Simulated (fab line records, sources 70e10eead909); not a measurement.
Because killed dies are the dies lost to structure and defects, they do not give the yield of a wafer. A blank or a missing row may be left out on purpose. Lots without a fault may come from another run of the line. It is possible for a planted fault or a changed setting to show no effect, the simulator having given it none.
What tool caused it? / flow nand-harc / 11 lots with 33 wafers sampled at 4 steps, on a route of 1302 steps

== WHAT EACH GAUGE READ, for each wafer ==
NHARC_P_STI_CD_MEAS_09: the cd target is 200 nm.
lot=L701; measured=day 2 20:23; on=cd-sem-02; cd-nm (nm)=196 196 202
lot=L702; measured=day 3 05:50; on=cd-sem-01; cd-nm (nm)=195 199 194
lot=L706; measured=day 4 21:08; on=cd-sem-03; cd-nm (nm)=234 233 233
lot=L707; measured=day 5 07:34; on=cd-sem-03; cd-nm (nm)=202 204 201
lot=L710; measured=day 6 16:05; on=cd-sem-03; cd-nm (nm)=210 203 201
lot=L716; measured=day 9 03:10; on=cd-sem-01; cd-nm (nm)=194 194 198
lot=L717; measured=day 9 10:41; on=cd-sem-01; cd-nm (nm)=196 200 195
lot=L719; measured=day 10 08:41; on=cd-sem-03; cd-nm (nm)=192 192 196
lot=L720; measured=day 10 18:52; on=cd-sem-01; cd-nm (nm)=201 197 200
lot=L721; measured=day 11 06:04; on=cd-sem-03; cd-nm (nm)=201 199 199
lot=L723; measured=day 11 22:31; on=cd-sem-03; cd-nm (nm)=204 203 198

== WHAT TOOL EACH LOT RAN ON (gives the tool, then ch and the chambers of the sampled wafers, and finally the start) ==
lot=L701; NHARC_P_ZERO_WELL_ETCH_65=rie-diel-09 ch 0,3, day 1 21:30; NHARC_P_ZERO_WELL_DESCUM_54=rie-diel-02 ch 0,1, day 2 01:55; NHARC_P_STI_EXPOSE_06=krf-scanner-04 ch 0, day 2 20:14
lot=L702; NHARC_P_ZERO_WELL_ETCH_65=rie-diel-09 ch 0,1,3, day 2 07:22; NHARC_P_ZERO_WELL_DESCUM_54=rie-diel-09 ch 0,1,2, day 2 11:47; NHARC_P_STI_EXPOSE_06=krf-scanner-04 ch 0, day 3 05:41
lot=L706; NHARC_P_ZERO_WELL_ETCH_65=rie-diel-09 ch 0,3, day 3 23:27; NHARC_P_ZERO_WELL_DESCUM_54=rie-diel-12 ch 1,3, day 4 03:51; NHARC_P_STI_EXPOSE_06=krf-scanner-04 ch 0, day 4 20:59
lot=L707; NHARC_P_ZERO_WELL_ETCH_65=rie-diel-12 ch 0,2,3, day 4 09:30; NHARC_P_ZERO_WELL_DESCUM_54=rie-diel-02 ch 0,1,2, day 4 13:40; NHARC_P_STI_EXPOSE_06=krf-scanner-02 ch 0, day 5 07:26
lot=L710; NHARC_P_ZERO_WELL_ETCH_65=rie-diel-09 ch 0,1, day 5 15:34; NHARC_P_ZERO_WELL_DESCUM_54=rie-diel-09 ch 0,2,3, day 5 20:05; NHARC_P_STI_EXPOSE_06=krf-scanner-02 ch 0, day 6 15:56
lot=L716; NHARC_P_ZERO_WELL_ETCH_65=rie-diel-02 ch 0,1,3, day 8 03:23; NHARC_P_ZERO_WELL_DESCUM_54=rie-diel-12 ch 0,1,2, day 8 07:57; NHARC_P_STI_EXPOSE_06=krf-scanner-04 ch 0, day 9 03:01
lot=L717; NHARC_P_ZERO_WELL_ETCH_65=rie-diel-09 ch 0,3, day 8 13:21; NHARC_P_ZERO_WELL_DESCUM_54=rie-diel-02 ch 2,3, day 8 17:48; NHARC_P_STI_EXPOSE_06=krf-scanner-04 ch 0, day 9 10:32
lot=L719; NHARC_P_ZERO_WELL_ETCH_65=rie-diel-12 ch 2,3, day 9 09:22; NHARC_P_ZERO_WELL_DESCUM_54=rie-diel-12 ch 0,1, day 9 13:54; NHARC_P_STI_EXPOSE_06=krf-scanner-01 ch 0, day 10 08:32
lot=L720; NHARC_P_ZERO_WELL_ETCH_65=rie-diel-12 ch 0,3, day 9 19:29; NHARC_P_ZERO_WELL_DESCUM_54=rie-diel-12 ch 0,1,3, day 9 23:55; NHARC_P_STI_EXPOSE_06=krf-scanner-04 ch 0, day 10 18:43
lot=L721; NHARC_P_ZERO_WELL_ETCH_65=rie-diel-09 ch 0,2,3, day 10 05:23; NHARC_P_ZERO_WELL_DESCUM_54=rie-diel-12 ch 0,1,3, day 10 11:04; NHARC_P_STI_EXPOSE_06=krf-scanner-01 ch 0, day 11 05:55
lot=L723; NHARC_P_ZERO_WELL_ETCH_65=rie-diel-09 ch 1,2,3, day 11 01:32; NHARC_P_ZERO_WELL_DESCUM_54=rie-diel-09 ch 0,1,3, day 11 06:01; NHARC_P_STI_EXPOSE_06=krf-scanner-01 ch 0, day 11 22:22
- NHARC_P_ZERO_WELL_ETCH_65: etches the open film in N2/H2, target depth 80 nm, overetch 24 nm, time 87.88 s.
- NHARC_P_ZERO_WELL_DESCUM_54: chemistry O2, time 3 s.
- NHARC_P_STI_EXPOSE_06: exposes mask P STI, target cd 200 nm.

== THE ANSWER, worked out from the rows above alone ==
Rule: the lots themselves supply what counts as usual. The widest of any qualifying gaps counts: lots, ordered by their means at a reading, are off when they make up no more than a third of the lots, leave a main group of 4 or more, and stand apart from it by 3 or more times the standard deviation of that group's means. A main group is skipped when, at the precision printed for the reading in the tables above, its means are all equal. A lot without any number at a reading at which 4 lots or more have one is off too. Any other lot the step has rows for is counted as sound.
Off: L706 (NHARC_P_STI_CD_MEAS_09, cd-nm). The main group has a mean of 199 nm with a standard deviation of 3.3.
A tool fits if, at a process step before that reading, it ran every lot that is off, and no sound lot after the first of them. Those tools and the gauges at NHARC_P_STI_CD_MEAS_09 are tried in the same way. No candidate that was tried fits.

== WHAT THE SIMULATOR HAD PUT IN ==
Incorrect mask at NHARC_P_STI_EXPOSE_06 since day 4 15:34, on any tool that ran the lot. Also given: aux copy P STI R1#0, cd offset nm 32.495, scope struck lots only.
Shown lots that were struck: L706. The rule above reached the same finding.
